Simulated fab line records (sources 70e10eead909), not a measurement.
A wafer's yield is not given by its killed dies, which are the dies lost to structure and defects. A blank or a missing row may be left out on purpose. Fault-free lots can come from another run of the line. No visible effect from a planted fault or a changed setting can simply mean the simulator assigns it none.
Struck lot and sound lot, side by side / flow nand-harc / 15 out of 1302 route steps
Sound: these wafers, L891.2, L891.3, L891.5. Struck: wafer L883.2 (left out: L883.5, L883.6 of the same lot, which were not struck); the cause appears at the end.
For every step that has rows: the tool of each side, followed by ch and its chambers, followed by its first start. Under that, the readings that differ: sound wafers / struck wafers / difference of the means / sigmas: that difference in standard deviations of wafers without a fault.
alike: readings whose means differ by less than 2 such deviations, and words and numbers that are the same on both sides. not compared: withheld readings, readings that some wafer has no value for, bounds like >300 that may hide the same value, and numbers for which the record gives no deviation and whose values overlap.
A row with sigmas, a row that says differs or no value, or rows on one side alone: a step with any of these is where the two part. Numbers that have no deviation but don't overlap get no sigmas and don't part them. Lack of a reading on every wafer of one side parts them only where that side has two or more wafers.

first, 2 steps without rows for these wafers: NHARC_A_CONTACT_DESCUM_13 (chemistry O2, time 3 s); NHARC_A_CONTACT_ETCH_88 (etches the open film in CF4, target depth 39 nm, time 65 s).
NHARC_A_CONTACT_ETCH_89: etches the open film in N2/H2, target depth 260 nm, time 475.3 s.
  sound on rie-diel-13 ch 0,2,3; struck on rie-diel-02 ch 2
  alike: drypump-motor-current-A, oes-product-au, rf-vpp-V, showerhead-plenum-p-Torr, throttle-valve-pct
  not compared: rf-hours-counter-h
then, 1 step without rows for these wafers: NHARC_A_CONTACT_ETCH_30 (etches the open film in CF4/CHF3, target depth 72.6 nm, time 36.3 s).
NHARC_A_CONTACT_ETCH_31: etches the open film in O2/COS, target depth 2800 nm, time 728 s.
  sound on rie-diel-13 ch 1,3; struck on rie-diel-02 ch 2
reading=rf-vpp-V (V); sound=316.3 317.5 317.0; struck=311.1; difference=-5.8; sigmas=-3
reading=showerhead-plenum-p-Torr (Torr); sound=3.34 3.32 3.32; struck=2.98; difference=-0.35; sigmas=-2
  alike: cos-flow-sccm, drypump-motor-current-A, oes-product-au, throttle-valve-pct
  not compared: rf-hours-counter-h
then, 1 step without rows for these wafers: NHARC_A_CONTACT_ETCH_134 (etches the open film in C4F8/O2/Ar, time 140 s, target depth 700 nm).
NHARC_A_CONTACT_ETCH_135: etches the open film in C4F8/O2/Ar, time 311 s, target depth 1912 nm.
  sound on har-cap-etch-02 ch 0,1, day 31 06:35; struck on har-cap-etch-03 ch 1, day 28 02:52
  not compared: rf-hours-counter-h
then, 3 steps without rows for these wafers: NHARC_A_CONTACT_ETCH_136 (etches the open film in C4F8/O2/Ar, time 311 s, target depth 1912 nm); NHARC_A_CONTACT_ETCH_137 (etches the open film in C4F8/O2/Ar, time 311 s, target depth 1912 nm); NHARC_A_CONTACT_ETCH_138 (etches the open film in C4F8/O2/Ar, time 311 s, target depth 1914 nm).
NHARC_A_CONTACT_ETCH_139: etches the open film in C4F8/O2/Ar, time 195 s, target depth 840 nm.
  sound on har-cap-etch-02 ch 0,1, day 31 07:40; struck on har-cap-etch-03 ch 1, day 28 03:56
  not compared: rf-hours-counter-h
NHARC_A_CONTACT_ETCH_92: etches the open film in CH3F/O2, target depth 40 nm, time 85.7 s.
  sound on rie-diel-02 ch 0,1,3, day 31 08:12; struck on rie-diel-02 ch 1, day 28 04:29
  alike: drypump-motor-current-A, oes-product-au, rf-vpp-V, showerhead-plenum-p-Torr, throttle-valve-pct
  not compared: rf-hours-counter-h
NHARC_A_CONTACT_ETCH_98: etches the open film in C4F6/O2, target depth 20 nm, time 10 s.
  sound on rie-diel-02 ch 0,1,3, day 31 08:19; struck on rie-diel-02 ch 3, day 28 04:38
reading=oes-product-au (a.u.); sound=0.916 0.947 0.938; struck=0.753; difference=-0.181; sigmas=-6
  alike: drypump-motor-current-A, rf-vpp-V, showerhead-plenum-p-Torr, throttle-valve-pct
  not compared: rf-hours-counter-h
NHARC_A_CONTACT_CD_MEAS_15:
  struck on cd-sem-03, day 28 04:43; sound on cd-sem-03, day 31 08:24
  alike: cd-nm
NHARC_END_SORT_01:
  only the struck wafers appear in the record here, on prober-02 ch 0 at day 30 04:02; the sound ones have no rows

## WHERE THEY PART
At NHARC_A_CONTACT_ETCH_31 first; at NHARC_END_SORT_01 last (within this record only).

WHY: whatever the simulator had introduced
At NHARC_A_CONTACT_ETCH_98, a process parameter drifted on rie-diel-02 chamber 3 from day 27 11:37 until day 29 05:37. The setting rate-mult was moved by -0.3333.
